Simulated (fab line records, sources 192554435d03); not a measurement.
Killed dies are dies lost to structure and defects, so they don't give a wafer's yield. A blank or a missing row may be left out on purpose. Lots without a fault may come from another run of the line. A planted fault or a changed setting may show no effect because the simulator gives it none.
Chamber matching | flow n5_finfet | N5_HKMG_FIN_HK_ALD_01 on ald_hk-01: 4 sister chambers
The step deposits HfO2, target thk 1.6 nm, pulse time 3 s, purge time 3 s. 4 wafers are shown with their chamber, then 11 later ones without.

WAFERS WITH THEIR CHAMBER
wafer  | chamber | precursor_pulse_height_rel
L089.1 | 3       | 0.977
L090.4 | 0       | 1.010
L090.6 | 1       | 0.995
L092.1 | 2       | 1.030

WAFERS WITHOUT THEIR CHAMBER
wafer  | precursor_pulse_height_rel
L092.3 | 1.008
L092.4 | 0.965
L093.4 | 0.993
L093.5 | 1.024
L093.6 | 1.000
L095.2 | 1.012
L095.5 | 0.999
L095.6 | 0.984
L096.2 | 0.984
L096.4 | 0.993
L096.5 | 0.978

WHICH CHAMBER EACH WENT THROUGH
wafer  | from the rows above     | in truth
L092.3 | can't be placed: 0 or 1 | 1
L092.4 | 3                       | 3
L093.4 | 1                       | 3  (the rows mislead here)
L093.5 | can't be placed: 2 or 0 | 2
L093.6 | can't be placed: 1 or 0 | 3
L095.2 | 0                       | 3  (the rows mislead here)
L095.5 | can't be placed: 1 or 0 | 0
L095.6 | can't be placed: 3 or 1 | 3
L096.2 | can't be placed: 3 or 1 | 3
L096.4 | 1                       | 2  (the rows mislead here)
L096.5 | 3                       | 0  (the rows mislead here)
Placed correctly: 1 of 11. Can't be placed from these rows: 6 (the true chamber is among the candidates in 5). Placed wrongly: 4.
How it was worked out, from the rows above alone: a wafer's distance from a chamber is the root of the sum, over the readings, of the square of ((its reading less the chamber's mean) divided by the reading's scatter). The wafer belongs to the nearest chamber; if the next one is less than 2 further off, it can't be placed. A chamber's mean is the mean of its shown wafers. The scatter: with one shown wafer a chamber, the root of the mean of the squares of how far each hidden wafer lies from its nearest shown one.
